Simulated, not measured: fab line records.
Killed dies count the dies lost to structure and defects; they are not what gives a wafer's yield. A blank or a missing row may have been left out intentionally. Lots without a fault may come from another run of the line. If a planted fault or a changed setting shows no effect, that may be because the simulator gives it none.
fab line records    flow nand-harc    part 1 of 2: steps 1 to 4 of 6
record lots=22  wafers=66  last-day=33
route steps=1302 shown A_STAIRCASE@786
lots that met no fault: taken from a fault-free run of the same line
start-h: hours from the record's opening day to when the first of the lot's shown wafers began    wait-h: hours elapsed since this lot's preceding step    " repeats the value in the row above    L1.1+2: a row that stands for several wafers    - no value, or no start was given    * or withheld: withheld    < > ~ a bound
route shown NAME@n: names a module that has steps shown in the file, with the first one's number in the route    usual: mean/standard deviation taken from wafers without a fault    same: alike in all rows    chamber/n: place in a boat    sites: readings site by site    _std_site: standard deviation of those values    _edge_site: mean of outer sites minus mean of inner sites    radius-mm: how far each site lies from the wafer's centre    mask NAME#n: copy n    behind: the tool/chamber that last shaped the wafer    hold: why the lot went on hold/how many hours it stayed there/how the hold came to an end    device: whichever transistor did not switch (one of n, p or np)    end of line: the tests these same wafers got at the end of their route    for a step that has no rows: nothing shown but its recipe    killed: the dies lost at the first sort to structure and to defects; this is not the yield of the wafer    map: the dies of a wafer, with x for killed, . for not killed, _ for no die there
set.NAME: the setting that was run; set.NAME@STEP: the one run at that earlier step    model.NAME: the simulator's own value behind a step, which no gauge read
one table for each step of the route and one row for each wafer, over a sample of lots
services: from which hour (start-h, from the record's first day; less than 0 if before it) a tool's chamber was out of use, for how many hours, and why
## steps
# step NHARC_A_STAIRCASE_HM_OPEN_457
# recipe o2-flow-sccm=400  cos-flow-sccm=20  ar-flow-sccm=0  rf-w=500  bias-w=300  chemistry=O2/COS
# usual drypump-motor-current-A=5.8/0.67  oes-product-au=1.001/0.013  rf-vpp-V=466.3/2.3  showerhead-plenum-p-Torr=3.08/0.097  throttle-valve-pct=28.330/0.0089
lot.wafer  tool         chamber  start-h  wait-h  drypump-motor-current-A  oes-product-au  rf-hours-counter-h  rf-vpp-V  showerhead-plenum-p-Torr  throttle-valve-pct
L074.3     rie-diel-11  1        -        -       6.3                      0.998           35                  464.5     3.04                      28.339
L074.4     "            3        "        "       4.8                      0.993           35                  463.3     2.93                      28.340
L074.2     "            0        "        "       5.2                      0.992           34                  467.0     3.09                      28.329
L076.1     rie-diel-13  0        -        -       5.6                      0.996           7                   466.1     3.11                      28.354
L076.3     "            2        "        "       6.3                      0.994           9                   468.7     3.17                      28.336
L076.5     "            0        "        "       5.6                      1.000           -                   466.4     3.11                      28.339
L075.2     rie-diel-11  0        -        -       5.1                      0.994           35                  465.5     3.09                      28.346
L075.4     "            1        "        "       6.3                      1.009           37                  465.4     3.04                      28.323
L075.1     "            2        "        "       6.5                      1.016           38                  468.1     3.13                      28.311
L077.1     rie-diel-11  1        -        -       6.3                      0.997           45                  464.3     3.03                      28.329
L077.3     "            2        "        "       6.5                      1.007           49                  466.8     3.12                      28.336
L077.4     "            0        "        "       5.1                      0.999           43                  467.3     3.09                      28.330
L079.4     rie-diel-11  3        -        -       4.8                      0.978           51                  462.8     2.92                      28.318
L079.3     "            1        "        "       6.3                      0.995           48                  464.6     3.03                      28.345
L079.6     "            0        "        "       5.1                      1.004           -                   467.4     3.09                      28.333
L078.1     rie-diel-09  3        -        -       5.0                      1.012           26                  464.6     3.02                      28.345
L078.3     "            1        "        "       6.5                      1.015           30                  471.2     3.30                      28.337
L078.6     "            3        "        "       5.1                      1.007           -                   465.3     3.02                      28.315
L080.4     rie-diel-09  2        -        -       6.5                      1.003           26                  465.9     3.03                      28.325
L080.2     "            3        "        "       5.1                      0.992           28                  464.7     3.02                      28.335
L080.5     "            1        "        "       6.5                      1.024           -                   471.1     3.30                      28.327
L081.4     rie-diel-11  2        -        -       6.5                      0.982           2                   467.0     3.12                      28.335
L081.1     "            3        "        "       4.8                      0.981           2                   462.6     2.92                      28.320
L081.3     "            0        "        "       5.1                      0.982           2                   467.6     3.08                      28.332
L082.2     rie-diel-11  1        -        -       6.3                      0.990           3                   464.5     3.03                      28.323
L082.1     "            2        "        "       6.5                      0.998           3                   467.3     3.12                      28.339
L082.5     "            1        "        "       6.2                      0.995           -                   464.9     3.03                      28.339
L084.3     rie-diel-11  0        -        -       5.1                      0.994           5                   466.2     3.08                      28.330
L084.1     "            1        "        "       6.3                      0.988           5                   465.3     3.03                      28.327
L084.4     "            2        "        "       6.5                      0.997           5                   466.7     3.12                      28.315
L085.4     rie-diel-11  0        -        -       5.2                      0.990           10                  467.6     3.08                      28.350
L085.6     "            0        "        "       5.1                      0.989           -                   466.3     3.08                      28.328
L085.5     "            1        "        "       6.3                      0.999           -                   464.2     3.03                      28.327
L086.2     rie-diel-09  1        -        -       6.5                      1.001           51                  471.2     3.29                      28.344
L086.4     "            2        "        "       6.5                      1.004           46                  464.8     3.02                      28.325
L086.1     "            3        "        "       5.0                      1.007           50                  464.2     3.01                      28.327
L088.3     rie-diel-09  3        -        -       5.1                      0.997           0                   462.9     3.01                      28.330
L088.5     "            0        "        "       5.2                      1.015           -                   465.0     3.05                      28.318
L088.6     "            1        "        "       6.5                      1.015           -                   472.0     3.29                      28.333
L089.3     rie-diel-13  0        -        -       5.6                      0.986           51                  467.3     3.09                      28.330
L089.6     "            3        "        "       5.3                      1.011           -                   469.6     3.21                      28.336
L089.5     "            0        "        "       5.6                      0.975           -                   466.6     3.09                      28.334
L087.1     rie-diel-09  0        -        -       5.2                      1.005           5                   466.2     3.04                      28.316
L087.3     "            2        "        "       6.5                      1.009           4                   465.1     3.01                      28.312
L087.6     "            0        "        "       5.2                      1.000           -                   465.2     3.04                      28.311
L091.3     rie-diel-11  2        -        -       6.5                      1.009           34                  467.7     3.10                      28.325
L091.1     "            3        "        "       4.8                      0.979           27                  461.7     2.91                      28.324
L091.5     "            1        "        "       6.3                      0.980           -                   465.4     3.02                      28.320
L092.2     rie-diel-11  0        -        -       5.2                      0.984           36                  466.3     3.07                      28.337
L092.4     "            2        "        "       6.5                      1.002           35                  466.8     3.10                      28.322
L092.6     "            0        "        "       5.2                      0.989           -                   465.4     3.07                      28.343
L093.3     rie-diel-13  0        -        -       5.6                      0.997           10                  466.9     3.08                      28.344
L093.6     "            2        "        "       6.3                      1.004           -                   467.3     3.15                      28.328
L093.5     "            3        "        "       5.4                      1.020           -                   469.3     3.20                      28.325
L097.2     rie-diel-13  1        -        -       5.0                      0.999           16                  465.5     3.14                      28.336
L097.3     "            2        "        "       6.3                      1.015           16                  465.9     3.14                      28.332
L097.4     "            3        "        "       5.3                      1.013           17                  468.0     3.20                      28.333
L096.2     rie-diel-09  2        -        -       6.5                      1.022           30                  464.1     3.00                      28.339
L096.1     "            0        "        "       5.2                      1.009           33                  464.3     3.03                      28.321
L096.5     "            2        "        "       6.5                      1.018           -                   465.3     3.00                      28.325
L095.1     rie-diel-11  2        -        -       6.5                      1.013           48                  466.6     3.10                      28.333
L095.3     "            1        "        "       6.3                      1.015           46                  463.5     3.01                      28.324
L095.5     "            2        "        "       6.5                      1.001           -                   466.2     3.10                      28.319
L094.3     rie-diel-13  1        -        -       5.0                      0.997           17                  469.3     3.14                      28.335
L094.1     "            2        "        "       6.3                      1.016           17                  468.8     3.14                      28.324
L094.4     "            3        "        "       5.4                      1.015           18                  469.4     3.20                      28.329
# step NHARC_A_STAIRCASE_STRIP_295
# recipe o2-flow-sccm=500  ar-flow-sccm=0  bias-w=0  chemistry=O2
# usual drypump-motor-current-A=5.7/0.6  oes-product-au=1.001/0.013  rf-vpp-V=57.7/0.92  showerhead-plenum-p-Torr=3.51/0.097  throttle-valve-pct=17.038/0.0092
lot.wafer  tool         chamber  start-h  wait-h  drypump-motor-current-A  oes-product-au  rf-hours-counter-h  rf-vpp-V  showerhead-plenum-p-Torr  throttle-valve-pct
L074.3     rie-diel-13  2        -        -       6.4                      0.994           12                  57.1      3.58                      17.036
L074.4     "            0        "        "       5.6                      0.999           10                  56.4      3.51                      17.046
L074.2     "            1        "        "       5.0                      0.978           11                  57.8      3.58                      17.044
L076.1     rie-diel-11  2        -        -       6.5                      0.999           39                  58.3      3.53                      17.034
L076.3     "            1        "        "       6.4                      1.006           39                  57.3      3.43                      17.030
L076.5     "            3        "        "       4.8                      0.994           -                   56.4      3.31                      17.033
L075.4     rie-diel-13  2        -        -       6.3                      1.002           13                  57.3      3.58                      17.021
L075.1     "            0        "        "       5.6                      1.009           12                  58.8      3.51                      17.029
L075.2     "            1        "        "       5.0                      0.986           13                  58.2      3.58                      17.054
L077.3     rie-diel-13  2        -        -       6.3                      1.011           22                  58.3      3.58                      17.050
L077.4     "            3        "        "       5.3                      1.017           19                  57.5      3.64                      17.032
L077.1     "            1        "        "       4.9                      0.993           21                  57.7      3.57                      17.035
L079.4     rie-diel-11  1        -        -       6.3                      1.015           50                  56.3      3.43                      17.054
L079.3     "            3        "        "       4.8                      0.967           53                  58.1      3.31                      17.040
L079.6     "            2        "        "       6.5                      1.010           -                   58.4      3.52                      17.026
L078.1     rie-diel-13  1        -        -       5.0                      0.999           27                  57.5      3.57                      17.030
L078.3     "            2        "        "       6.4                      1.002           26                  58.7      3.57                      17.033
L078.6     "            1        "        "       5.0                      0.995           -                   56.4      3.57                      17.049
L080.4     rie-diel-09  0        -        -       5.2                      1.021           41                  57.7      3.45                      17.029
L080.2     "            1        "        "       6.5                      1.017           39                  57.7      3.72                      17.042
L080.5     "            3        "        "       5.0                      0.996           -                   57.4      3.41                      17.045
L081.1     rie-diel-09  3        -        -       5.1                      1.004           42                  58.4      3.41                      17.042
L081.3     "            0        "        "       5.2                      1.008           46                  55.7      3.45                      17.039
L081.4     "            1        "        "       6.5                      1.005           45                  59.1      3.72                      17.026
L082.1     rie-diel-13  1        -        -       5.0                      0.989           38                  57.2      3.56                      17.061
L082.2     "            3        "        "       5.4                      1.014           34                  58.1      3.63                      17.034
L082.5     "            3        "        "       5.3                      1.011           -                   58.9      3.63                      17.024
L084.3     rie-diel-13  0        476.07   -       5.6                      0.999           40                  57.8      3.49                      17.024
L084.4     "            1        "        "       5.0                      0.989           42                  56.7      3.56                      17.043
L084.1     "            2        "        "       6.3                      1.020           39                  57.1      3.57                      17.021
L085.4     rie-diel-13  1        -        -       5.0                      0.981           45                  58.2      3.56                      17.034
L085.6     "            0        "        "       5.6                      0.981           -                   58.8      3.49                      17.048
L085.5     "            1        "        "       5.0                      0.978           -                   58.9      3.56                      17.046
L086.4     rie-diel-11  1        -        -       6.2                      0.989           13                  58.3      3.42                      17.039
L086.1     "            2        "        "       6.5                      1.004           13                  57.7      3.52                      17.034
L086.2     "            3        "        "       4.8                      0.981           14                  56.6      3.30                      17.023
L088.3     rie-diel-13  0        -        -       5.6                      0.983           52                  57.5      3.49                      17.046
L088.6     "            2        "        "       6.3                      1.006           -                   57.8      3.56                      17.040
L088.5     "            3        "        "       5.4                      1.013           -                   57.4      3.63                      17.046
L089.3     rie-diel-09  0        -        -       5.1                      1.012           5                   56.6      3.44                      17.025
L089.6     "            1        "        "       6.5                      1.024           -                   56.4      3.71                      17.040
L089.5     "            2        "        "       6.5                      1.014           -                   58.1      3.41                      17.019
L087.3     rie-diel-11  3        -        -       4.8                      0.971           22                  55.9      3.29                      17.019
L087.1     "            0        "        "       5.2                      0.977           30                  58.0      3.47                      17.025
L087.6     "            1        "        "       6.3                      0.988           -                   57.7      3.41                      17.056
L091.1     rie-diel-11  3        -        -       4.8                      0.985           29                  57.7      3.29                      17.020
L091.3     "            0        "        "       5.2                      1.003           39                  57.3      3.47                      17.042
L091.5     "            2        "        "       6.5                      1.003           -                   59.2      3.50                      17.036
L092.4     rie-diel-13  1        -        -       5.0                      0.985           7                   59.2      3.55                      17.038
L092.2     "            2        "        "       6.3                      1.006           8                   57.9      3.56                      17.033
L092.6     "            1        "        "       5.0                      0.988           -                   58.2      3.55                      17.033
L093.3     rie-diel-13  3        -        -       5.4                      1.006           15                  58.4      3.62                      17.040
L093.5     "            2        "        "       6.4                      1.007           -                   58.3      3.55                      17.047
L093.6     "            3        "        "       5.3                      1.007           -                   59.8      3.62                      17.038
L097.2     rie-diel-09  1        -        -       6.5                      1.037           36                  58.8      3.70                      17.036
L097.3     "            2        "        "       6.5                      1.011           32                  58.7      3.39                      17.037
L097.4     "            3        "        "       5.0                      1.008           34                  56.3      3.38                      17.031
L096.2     rie-diel-13  2        -        -       6.3                      0.998           20                  58.2      3.55                      17.039
L096.1     "            3        "        "       5.4                      1.002           20                  57.3      3.61                      17.043
L096.5     "            0        "        "       5.6                      0.998           -                   57.8      3.48                      17.046
L095.1     rie-diel-13  3        -        -       5.3                      1.015           21                  58.5      3.61                      17.031
L095.3     "            1        "        "       5.0                      1.008           20                  58.6      3.54                      17.033
L095.5     "            0        "        "       5.6                      0.996           -                   58.3      3.48                      17.020
L094.3     rie-diel-11  1        -        -       6.3                      1.007           54                  56.1      3.40                      17.038
L094.1     "            2        "        "       6.5                      1.021           53                  58.5      3.50                      17.047
L094.4     "            3        "        "       4.8                      0.989           50                  56.5      3.28                      17.024
# step NHARC_A_STAIRCASE_HM_DEP_462
# recipe target-thk-a=8000  temp-c=400  material=aC
# usual throttle-valve-pct=35.001/0.0094
lot.wafer  tool        chamber  start-h  wait-h  throttle-valve-pct
L074.2     acl-dep-02  0        386.99   5.6     35.013
L074.3     "           0        "        "       34.990
L074.4     "           0        "        "       35.012
L076.1     acl-dep-03  0        390.61   7.3     35.001
L076.3     "           0        "        "       35.010
L076.5     "           0        "        "       34.995
L075.1     acl-dep-02  0        395.31   5.3     35.004
L075.2     "           0        "        "       34.990
L075.4     "           0        "        "       34.994
L077.1     acl-dep-02  0        413.20   0.1     34.998
L077.3     "           0        "        "       35.006
L077.4     "           0        "        "       35.005
L079.3     acl-dep-01  0        427.08   0.8     35.004
L079.4     "           0        "        "       34.991
L079.6     "           0        "        "       34.994
L078.1     acl-dep-03  0        432.60   3.0     34.985
L078.3     "           0        "        "       34.988
L078.6     "           0        "        "       34.989
L080.2     acl-dep-01  0        445.67   0.4     35.006
L080.4     "           0        "        "       34.992
L080.5     "           0        "        "       34.984
L081.1     acl-dep-03  0        463.37   3.6     35.010
L081.3     "           0        "        "       34.997
L081.4     "           0        "        "       35.010
L082.1     acl-dep-01  0        466.70   0.1     35.005
L082.2     "           0        "        "       34.997
L082.5     "           0        "        "       34.993
L084.1     acl-dep-02  0        477.78   1.0     35.016
L084.3     "           0        "        "       35.008
L084.4     "           0        "        "       34.996
L085.4     acl-dep-02  0        485.70   1.0     35.002
L085.5     "           0        "        "       35.010
L085.6     "           0        "        "       34.992
L086.1     acl-dep-01  0        493.01   1.4     34.993
L086.2     "           0        "        "       34.977
L086.4     "           0        "        "       35.005
L088.3     acl-dep-02  0        517.42   1.0     35.001
L088.5     "           0        "        "       34.993
L088.6     "           0        "        "       35.003
L089.3     acl-dep-02  0        519.27   1.3     35.005
L089.5     "           0        "        "       34.989
L089.6     "           0        "        "       35.001
L087.1     acl-dep-01  0        526.54   0.1     35.000
L087.3     "           0        "        "       35.011
L087.6     "           0        "        "       35.004
L091.1     acl-dep-03  0        551.02   1.7     35.001
L091.3     "           0        "        "       35.006
L091.5     "           0        "        "       34.975
L092.2     acl-dep-03  0        555.02   0.6     35.016
L092.4     "           0        "        "       35.005
L092.6     "           0        "        "       35.015
L093.3     acl-dep-02  0        578.11   0.7     34.993
L093.5     "           0        "        "       35.003
L093.6     "           0        "        "       35.012
L097.2     acl-dep-01  0        599.22   3.5     34.986
L097.3     "           0        "        "       35.024
L097.4     "           0        "        "       35.004
L096.1     acl-dep-03  0        601.64   3.5     34.989
L096.2     "           0        "        "       34.993
L096.5     "           0        "        "       34.988
L095.1     acl-dep-03  0        603.49   1.4     35.009
L095.3     "           0        "        "       34.998
L095.5     "           0        "        "       34.998
L094.1     acl-dep-03  0        610.33   2.8     34.994
L094.3     "           0        "        "       34.992
L094.4     "           0        "        "       34.995
# step NHARC_A_STAIRCASE_STRIP_316
# recipe o2-flow-sccm=500  ar-flow-sccm=0  bias-w=0  chemistry=O2
# usual drypump-motor-current-A=5.7/0.63  oes-product-au=0.999/0.01  rf-vpp-V=57.6/0.88  showerhead-plenum-p-Torr=3.50/0.11  throttle-valve-pct=17.036/0.0094
lot.wafer  tool         chamber  start-h  wait-h  drypump-motor-current-A  oes-product-au  rf-hours-counter-h  rf-vpp-V  showerhead-plenum-p-Torr  throttle-valve-pct
L074.2     rie-diel-11  0        -        -       5.1                      1.000           38                  56.7      3.49                      17.044
L074.3     "            2        "        "       6.5                      1.006           40                  56.3      3.53                      17.055
L074.4     "            3        "        "       4.8                      0.980           40                  57.9      3.31                      17.035
L076.3     rie-diel-13  0        -        -       5.6                      1.004           14                  57.7      3.51                      17.043
L076.1     "            3        "        "       5.3                      1.021           15                  57.7      3.64                      17.019
L076.5     "            0        "        "       5.6                      0.998           -                   56.2      3.51                      17.033
L075.1     rie-diel-13  0        -        -       5.6                      0.995           16                  58.2      3.51                      17.040
L075.4     "            2        "        "       6.3                      1.005           19                  57.2      3.58                      17.036
L075.2     "            3        "        "       5.3                      1.013           16                  57.3      3.64                      17.022
L077.4     rie-diel-09  1        -        -       6.5                      1.007           29                  57.5      3.73                      17.035
L077.3     "            2        "        "       6.5                      0.998           23                  56.7      3.42                      17.034
L077.1     "            3        "        "       5.0                      0.991           25                  56.8      3.42                      17.045
L079.4     rie-diel-13  0        -        -       5.6                      1.005           25                  57.5      3.50                      17.046
L079.3     "            2        "        "       6.3                      1.003           26                  59.1      3.57                      17.033
L079.6     "            1        "        "       5.0                      0.988           -                   57.7      3.57                      17.030
L078.3     rie-diel-13  2        -        -       6.3                      0.999           28                  59.4      3.57                      17.038
L078.1     "            0        "        "       5.6                      0.997           26                  57.4      3.50                      17.038
L078.6     "            2        "        "       6.3                      1.009           -                   58.1      3.57                      17.053
L080.2     rie-diel-11  1        -        -       6.2                      0.995           2                   57.4      3.43                      17.022
L080.4     "            3        "        "       4.8                      0.984           2                   56.8      3.30                      17.044
L080.5     "            2        "        "       6.5                      1.002           -                   57.9      3.52                      17.039
L081.1     rie-diel-09  0        -        -       5.2                      1.008           48                  57.0      3.45                      17.053
L081.3     "            1        "        "       6.5                      1.002           46                  56.3      3.72                      17.038
L081.4     "            3        "        "       5.0                      0.998           44                  57.0      3.41                      17.048
L082.2     rie-diel-11  3        -        -       4.8                      0.978           8                   56.1      3.30                      17.049
L082.1     "            0        "        "       5.2                      0.995           7                   57.4      3.48                      17.029
L082.5     "            0        "        "       5.1                      0.994           -                   58.1      3.48                      17.044
L084.3     rie-diel-09  0        -        -       5.2                      1.015           52                  56.1      3.45                      17.046
L084.1     "            2        "        "       6.5                      1.003           46                  57.5      3.41                      17.024
L084.4     "            3        "        "       5.1                      1.005           50                  58.0      3.40                      17.035
L085.4     rie-diel-09  0        -        -       5.2                      1.000           54                  58.0      3.45                      17.046
L085.6     "            2        "        "       6.5                      1.007           -                   56.7      3.41                      17.051
L085.5     "            3        "        "       5.0                      1.016           -                   56.4      3.40                      17.035
L086.1     rie-diel-11  3        -        -       4.8                      0.990           16                  56.7      3.30                      17.030
L086.2     "            1        "        "       6.3                      0.980           18                  57.2      3.42                      17.037
L086.4     "            2        "        "       6.5                      1.004           15                  57.2      3.52                      17.034
L088.3     rie-diel-09  2        -        -       6.5                      0.993           6                   57.9      3.41                      17.029
L088.6     "            0        "        "       5.2                      1.019           -                   57.5      3.44                      17.030
L088.5     "            1        "        "       6.5                      1.004           -                   57.9      3.71                      17.034
L089.3     rie-diel-09  1        -        -       6.5                      1.019           6                   59.2      3.71                      17.018
L089.5     "            2        "        "       6.5                      1.014           -                   57.8      3.41                      17.052
L089.6     "            3        "        "       5.0                      1.002           -                   58.3      3.40                      17.024
L087.3     rie-diel-13  3        -        -       5.3                      1.011           0                   58.0      3.62                      17.039
L087.1     "            2        "        "       6.3                      1.002           0                   57.4      3.56                      17.046
L087.6     "            0        "        "       5.6                      0.987           -                   58.7      3.49                      17.046
L091.3     rie-diel-13  2        -        -       6.3                      1.003           8                   57.6      3.56                      17.032
L091.1     "            0        "        "       5.6                      0.992           8                   57.3      3.48                      17.028
L091.5     "            3        "        "       5.3                      0.999           -                   58.2      3.62                      17.043
L092.4     rie-diel-13  1        -        -       5.0                      0.995           8                   57.8      3.55                      17.027
L092.2     "            2        "        "       6.3                      1.006           9                   57.7      3.56                      17.034
L092.6     "            1        "        "       5.0                      0.984           -                   57.9      3.55                      17.030
L093.3     rie-diel-11  1        -        -       6.3                      1.007           46                  59.0      3.40                      17.050
L093.6     "            3        "        "       4.8                      0.982           -                   57.9      3.28                      17.046
L093.5     "            0        "        "       5.1                      0.988           -                   58.5      3.46                      17.048
L097.2     rie-diel-11  2        -        -       6.5                      1.007           51                  58.2      3.50                      17.043
L097.3     "            0        "        "       5.1                      1.006           58                  58.0      3.46                      17.026
L097.4     "            1        "        "       6.3                      1.011           50                  56.6      3.40                      17.035
L096.1     rie-diel-13  0        -        -       5.6                      0.991           25                  58.8      3.47                      17.022
L096.2     "            3        "        "       5.4                      1.008           24                  57.3      3.61                      17.015
L096.5     "            0        "        "       5.6                      0.997           -                   57.2      3.47                      17.038
L095.1     rie-diel-13  3        -        -       5.4                      1.005           24                  58.5      3.61                      17.028
L095.3     "            2        "        "       6.3                      1.010           24                  56.9      3.55                      17.045
L095.5     "            3        "        "       5.4                      1.011           -                   59.5      3.61                      17.043
L094.4     rie-diel-13  2        -        -       6.3                      1.008           26                  57.4      3.55                      17.046
L094.1     "            0        "        "       5.6                      0.985           27                  57.4      3.47                      17.033
L094.3     "            1        "        "       5.0                      0.990           27                  56.9      3.54                      17.034
